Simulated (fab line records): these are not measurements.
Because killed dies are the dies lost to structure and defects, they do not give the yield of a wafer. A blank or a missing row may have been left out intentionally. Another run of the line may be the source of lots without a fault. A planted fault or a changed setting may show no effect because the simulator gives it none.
Which tool did it? :: flow n5Finfet :: 11 lots with 33 wafers sampled at 2 steps, on a route of 1938 steps

WHAT THE GAUGES READ, wafer by wafer
N5_BEOL_M12_THK_MEAS_50: measures by xrf. Usual: for M12_THK the level is 323 nm and the standard deviation is 5.1.
lot: L931
measured: day 11 04:10
on: filmMetro-01
M12_THK (nm): 322 316 317
flag: 

lot: L933
measured: day 11 15:06
on: filmMetro-02
M12_THK (nm): 337 331 334
flag: 

lot: L935
measured: day 11 23:52
on: filmMetro-02
M12_THK (nm): 326 322 328
flag: 

lot: L936
measured: day 12 06:44
on: filmMetro-01
M12_THK (nm): 321 312 327
flag: 

lot: L937
measured: day 12 17:04
on: filmMetro-01
M12_THK (nm): 320 324 322
flag: 

lot: L940
measured: day 13 08:42
on: filmMetro-01
M12_THK (nm): 329 320 329
flag: 

lot: L941
measured: day 13 15:01
on: filmMetro-01
M12_THK (nm): 323 316 317
flag: 

lot: L943
measured: day 13 21:16
on: filmMetro-01
M12_THK (nm): 320 319 324
flag: 

lot: L942
measured: day 14 08:20
on: filmMetro-02
M12_THK (nm): 324 317 331
flag: 

lot: L946
measured: day 14 08:52
on: filmMetro-01
M12_THK (nm): 326 329 321
flag: 

lot: L951
measured: day 17 10:19
on: filmMetro-01
M12_THK (nm): 327 323 323
flag: 

N5_BEOL_M12_INSPECT_55: inspects for defects (darkfield). Usual: rawDefectCount at 69, with a standard deviation of 25.
lot: L931
measured: day 11 04:19
on: defectInspect-01
rawDefectCount: 65 66 73
flag: 

lot: L933
measured: day 11 15:15
on: defectInspect-01
rawDefectCount: 45 71 57
flag: 

lot: L935
measured: day 12 00:01
on: defectInspect-02
rawDefectCount: 69 86 57
flag: 

lot: L936
measured: day 12 06:53
on: defectInspect-02
rawDefectCount: 30 41 59
flag: 

lot: L937
measured: day 12 17:14
on: defectInspect-02
rawDefectCount: 63 55 51
flag: 

lot: L940
measured: day 13 08:51
on: defectInspect-01
rawDefectCount: 71 68 69
flag: 

lot: L941
measured: day 13 15:10
on: defectInspect-01
rawDefectCount: 60 35 69
flag: 

lot: L943
measured: day 13 21:25
on: defectInspect-01
rawDefectCount: 76 75 86
flag: 

lot: L942
measured: day 14 08:31
on: defectInspect-01
rawDefectCount: 80 55 61
flag: 

lot: L946
measured: day 14 09:02
on: defectInspect-01
rawDefectCount: 65 87 91
flag: 

lot: L951
measured: day 17 10:28
on: defectInspect-02
rawDefectCount: 54 62 53
flag: 

WHICH TOOL RAN EACH LOT (tool, then ch and the chambers of the sampled wafers, then the start)
Record: no process step prior to these readings.

WHAT THE TOOLS THEMSELVES READ (means of the sampled wafers that have a number; where no wafer has one, the mark that the record gives instead)
The record holds no such reading with a usual standard deviation.

THE ANSWER, worked out from the rows above alone
Rule: a lot is off if the mean of its wafers that have a number lies more than 3 standard deviations from the usual mean. Also off: a lot with no number at a reading for which 4 or more lots have one. Any other lot the step has rows for is counted as sound. First the gauges in route order, then the tools' own readings, where a lot's mean is used as printed above. The first step at which some lot is off is used, and at that step the reading that is off furthest; a lot without a number counts as furthest.
No lot is off at any reading shown: from this, nothing can be told.

WHAT WAS PUT IN BY THE SIMULATOR
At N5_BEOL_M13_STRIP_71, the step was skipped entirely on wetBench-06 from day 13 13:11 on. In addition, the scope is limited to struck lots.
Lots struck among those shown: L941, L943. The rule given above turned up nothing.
